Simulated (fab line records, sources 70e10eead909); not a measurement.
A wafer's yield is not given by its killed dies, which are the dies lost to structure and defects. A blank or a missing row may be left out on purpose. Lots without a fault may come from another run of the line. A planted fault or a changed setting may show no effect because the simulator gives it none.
Struck lot and sound lot, side by side :: flow nandHarc :: 39 steps out of a route of 1302
Sound: the wafers L693.2, L693.4, L693.5. Wafers L686.2, L686.3, L686.4 were the ones struck. Last of all comes the cause.
Order at every step that has rows: each side's tool, ch and its chambers, its first start. Under that, the readings that differ: sound wafers :: struck wafers :: difference of the means :: sigmas: that difference in standard deviations of wafers without a fault.
alike: readings whose means differ by less than 2 such deviations, and words and numbers that are the same on both sides. not compared: withheld readings, readings that some wafer has no value for, bounds like >300 that may hide the same value, and numbers for which the record gives no deviation and whose values overlap.
The two part at a step that has a row with sigmas, a row that says differs or no value, or rows on one side only. Numbers that don't overlap but have no deviation are shown without sigmas and don't part them. A reading that every wafer of one side lacks parts them only if that side has two wafers or more.

first, 1 step without rows for these wafers: NHARC_A_BONDPAD_DEVELOP_08 (time 50 s).
NHARC_A_BONDPAD_CD_MEAS_09: the cd target is 500 nm.
  sound on cdSem-01 ch 0, day 29 09:58; struck on cdSem-01 ch 0, day 27 06:43
  alike: cdNm
NHARC_A_BONDPAD_OVL_MEAS_35:
  sound: overlay-01 at day 29 10:04; struck: overlay-01 at day 27 06:48
  alike: overlayXNm, overlayYNm
then, 4 steps without rows for these wafers: NHARC_A_BONDPAD_HARDBAKE_10 (time 65 s); NHARC_A_BONDPAD_DESCUM_11 (chemistry O2, time 3 s); NHARC_A_BONDPAD_ETCH_34 (etches the open film in N2/H2, target depth 60 nm, overetch 18 nm, time 65.91 s); NHARC_A_BONDPAD_ETCH_12 (etches the open film in CHF3/O2, target depth 220 nm, time 110 s).
NHARC_A_BONDPAD_CD_MEAS_13:
  sound: cdSem-01 at day 29 10:31; struck: cdSem-02 at day 27 07:14
  alike: cdNm
NHARC_A_BONDPAD_STRIP_15: strips in O2.
  sound on rieDiel-12 ch 0,2, day 29 10:36; struck on rieDiel-10 ch 0,1,3, day 27 07:20
  alike: drypumpMotorCurrentA, oesProductAu, rfVppV, showerheadPlenumPTorr, throttleValvePct
  not compared: rfHoursCounterH
then, 2 steps without rows for these wafers: NHARC_A_BONDPAD_ETCH_24 (etches the open film in CF4/N2, target depth 30 nm, time 72.99 s); NHARC_A_BONDPAD_STRIP_16 (strips in post etch residue remover, time 600 s).
NHARC_A_BONDPAD_DEGAS_25: time 60 s.
  sound: pvdSputter-01 at day 29 11:08; struck: pvdSputter-03 at day 27 07:52
  alike: heaterPowerW
NHARC_A_BONDPAD_PRE_CLEAN_26: time 30 s.
  sound: pvdSputter-01 at day 29 11:11; struck: pvdSputter-03 at day 27 07:55
  alike: heaterPowerW
then, 5 steps without rows for these wafers: NHARC_A_BONDPAD_PVD_17 (deposits TaN, target thk 5 nm, time 8.06 s); NHARC_A_BONDPAD_PVD_27 (deposits Cu, target thk 30 nm, time 20.49 s); NHARC_A_BONDPAD_ECD_18 (material Cu, target thk 400 nm); NHARC_A_BONDPAD_ANNEAL_28 (time 90 s); NHARC_A_BONDPAD_CMP_19 (polishes, t overpolish 30 s, cu recess touch 16 s, target thk 169.82 nm).
NHARC_A_BONDPAD_THK_MEAS_20: measures by xrf.
  sound: filmMetro-02 at day 29 12:32; struck: filmMetro-02 at day 27 09:16
  alike: thkNm
then, 6 steps without rows for these wafers: NHARC_A_BONDPAD_SRD_21 (time 30 s, dry time 20 s); NHARC_HYBRID_BOND_ACTIVATE_00 (chemistry N2, time 60 s); NHARC_HYBRID_BOND_PRECLEAN_01 (cleans in DIW, time 300 s); NHARC_HYBRID_BOND_SRD_02 (time 30 s, dry time 20 s); NHARC_HYBRID_BOND_BOND_03; NHARC_HYBRID_BOND_ANNEAL_04 (time 7200 s).
NHARC_HYBRID_BOND_OVL_MEAS_05:
  sound: overlay-01 at day 30 01:05; struck: overlay-01 at day 27 19:03
  alike: overlayXNm, overlayYNm
NHARC_THIN_TSV_GRIND_00:
  sound on grinder-01 ch 0, day 30 02:41; struck on grinder-01 ch 0, day 27 19:28
  alike: motorCurrentA
NHARC_THIN_TSV_CMP_01: polishes.
  sound on cmp-04 ch 1,2,3, day 30 03:43; struck on cmp-03 ch 0,2,3, day 27 20:29
  alike: motorCurrentA, slurryFilterDpKPa
NHARC_THIN_TSV_THK_MEAS_02: measures by ir.
  sound: filmMetro-02 at day 30 03:59; struck: filmMetro-02 at day 27 20:45
  alike: thkNm
then, 3 steps without rows for these wafers: NHARC_THIN_TSV_SRD_03; NHARC_THIN_TSV_PRECLEAN_41 (cleans in SC1); NHARC_THIN_TSV_SRD_42.
NHARC_THIN_TSV_DEP_43: deposits SiO2, target thk 1328.5 nm.
  sound on pecvd-02 ch 1,2, day 30 04:12; struck on pecvd-01 ch 1,2, day 27 20:58
  alike: throttleValvePct
then, 5 steps without rows for these wafers: NHARC_THIN_TSV_DEHYDRATE_04 (time 120 s); NHARC_THIN_TSV_HMDS_05 (time 30 s); NHARC_THIN_TSV_COAT_06; NHARC_THIN_TSV_SOFTBAKE_07 (time 95 s); NHARC_THIN_TSV_EBR_08.
NHARC_END_SORT_01:
  here the record holds rows for the struck wafers (prober-02 ch 0, day 28 13:31) but none for the sound ones

## WHERE THEY PART
NHARC_END_SORT_01 only, going by this record.

WHY: what the simulator had put in
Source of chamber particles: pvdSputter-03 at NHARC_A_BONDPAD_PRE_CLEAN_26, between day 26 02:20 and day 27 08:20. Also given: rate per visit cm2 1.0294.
